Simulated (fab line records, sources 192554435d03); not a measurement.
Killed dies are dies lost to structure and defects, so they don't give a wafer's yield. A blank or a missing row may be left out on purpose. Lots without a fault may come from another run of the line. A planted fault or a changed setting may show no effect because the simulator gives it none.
Problem report in the 8D (eight disciplines) form, filled by code | flow n5_finfet | the parts of the form that need people (team, actions taken, sign-off) are left out

1. THE PROBLEM
susceptor_temp_C at N5_BEOL_M4_PECVD_72 reads a mean of 394.11 C on 9 wafers of 3 lots; wafers without a fault read 399.99 C with a standard deviation of 0.25. That is -24 standard deviations from the usual mean.
The step: deposits SiO2 from TEOS/O2, target thk 16 nm, time 18 s.
First seen on wafer L767.3, day 13 03:08, on pecvd-01. The record holds 30 wafers of 10 lots with a number at this step. Rule for "out", or "out of limits": more than 4 standard deviations from the usual mean. The other wafers with a number count as sound.

2. WHAT IT IS AND WHAT IT IS NOT
question                    | is                     | is not
which readings at this step | susceptor_temp_C       | heater_power_outer_w, heater_power_w, showerhead_plenum_p_Torr, throttle_valve_pct
which lots                  | L767, L769, L770       | L748, L749, L751, L752, L753, L754, L758
which wafers of those lots  | all that have a number | -
read on which tools         | pecvd-01               | pecvd-02, pecvd-03
when                        | from day 13 03:08      | up to then (21 sound wafers)

3. SUSPECTS, AND WHAT RULES EACH OUT
Counting: a tool at a process step up to the reading stays a suspect if it ran every lot that is out and no sound lot after the first of them.
- pecvd-01 at N5_BEOL_M4_PECVD_72 (deposits SiO2 from TEOS/O2, target thk 16 nm, time 18 s): kept. It ran every lot that is out, first L767 (day 13 03:08), and no sound lot after that; its last sound lot up to then is L753 (day 9 17:29). Its own readings are out on those wafers: susceptor_temp_C.
Left after counting: pecvd-01 at N5_BEOL_M4_PECVD_72.

4. THE CAUSE (what the simulator had put in)
Process parameter drift: pecvd-01, from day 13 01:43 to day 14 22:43, at N5_BEOL_M4_PECVD_72. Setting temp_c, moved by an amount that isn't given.
Counting left only this tool.

5. THE CHAIN OF EFFECTS, in route order
Each row: a reading whose mean over the struck wafers that have a number lies more than 3 standard deviations from the usual. Only readings for which the record gives a usual standard deviation are gone through. hours: the time from each lot's start at the first step in this table that gives one to its start at this step, as a median over the lots. sigmas: the change in usual standard deviations.
hours | step                | reading          | usual    | on struck wafers | change | sigmas
0     | N5_BEOL_M4_PECVD_72 | susceptor_temp_C | 399.99 C | 394.11           | -5.88  | -24
The process steps in it:
- N5_BEOL_M4_PECVD_72: deposits SiO2 from TEOS/O2, target thk 16 nm, time 18 s.
Later measuring or inspecting steps at which every struck wafer that the step has a row for has a number for every such reading, and none has moved that far: N5_BEOL_M4_RC_MEAS_101.

6. WHAT WOULD HAVE CAUGHT IT SOONER
In this record the first reading out of limits was taken at day 13 03:08, 1 hour after the fault began at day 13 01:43.
